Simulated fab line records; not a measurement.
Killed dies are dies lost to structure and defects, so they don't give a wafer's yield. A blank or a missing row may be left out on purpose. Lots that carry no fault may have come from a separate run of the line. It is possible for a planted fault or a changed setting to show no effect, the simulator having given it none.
Matching of chambers + flow nand-harc + NHARC_A_CHANNEL_FILL_D2_ALD_02 on ald-hk-04 has 4 sister chambers
The step deposits SiO2, target thk 6 nm, pulse time 10 s, ald cycles 60. 8 wafers are shown with their chamber, then 7 later ones without.

WAFERS, EACH WITH ITS CHAMBER
| wafer  | chamber | heater-power-w (W) | susceptor-temp-C (C) |
|--------|---------|--------------------|----------------------|
| L079.3 | 1       | 450                | 299.84               |
| L079.6 | 1       | 432                | 299.77               |
| L082.6 | 2       | 462                | 299.90               |
| L086.2 | 3       | 525                | 300.14               |
| L086.3 | 2       | 470                | 299.79               |
| L086.6 | 0       | 467                | 300.15               |
| L090.1 | 0       | 479                | 299.95               |
| L090.5 | 3       | 593                | 300.14               |

WAFERS WITH NO CHAMBER GIVEN
| wafer  | heater-power-w (W) | susceptor-temp-C (C) |
|--------|--------------------|----------------------|
| L090.6 | 465                | 299.89               |
| L092.4 | 471                | 300.09               |
| L092.5 | 482                | 300.17               |
| L092.6 | 451                | 299.99               |
| L094.1 | 472                | 300.16               |
| L094.2 | 585                | 300.21               |
| L094.4 | 468                | 299.73               |

THE CHAMBER EACH PASSED THROUGH
| wafer  | from the rows above          | in truth                   |
|--------|------------------------------|----------------------------|
| L090.6 | can't be placed: 2 or 1 or 0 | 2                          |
| L092.4 | 0                            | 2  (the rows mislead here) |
| L092.5 | can't be placed: 0 or 3      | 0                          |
| L092.6 | can't be placed: 0 or 2 or 1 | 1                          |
| L094.1 | 0                            | 0                          |
| L094.2 | 3                            | 3                          |
| L094.4 | can't be placed: 2 or 1      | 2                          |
Placed correctly: 2 of 7. From these rows, 4 cannot be placed; in 4 the true chamber is one of the candidates. 1 placed wrongly.
How it was worked out, from the rows above alone: a wafer's distance from a chamber is the root of the sum, over the readings, of the square of ((its reading less the chamber's mean) divided by the reading's scatter). The wafer belongs to the nearest chamber; if the next one is less than 2 further off, it can't be placed. The mean given for a chamber averages the wafers shown for that chamber. The scatter: take each reading less its chamber's mean, square it, sum over the shown wafers, divide by the number of wafers less the number of chambers, and take the root.
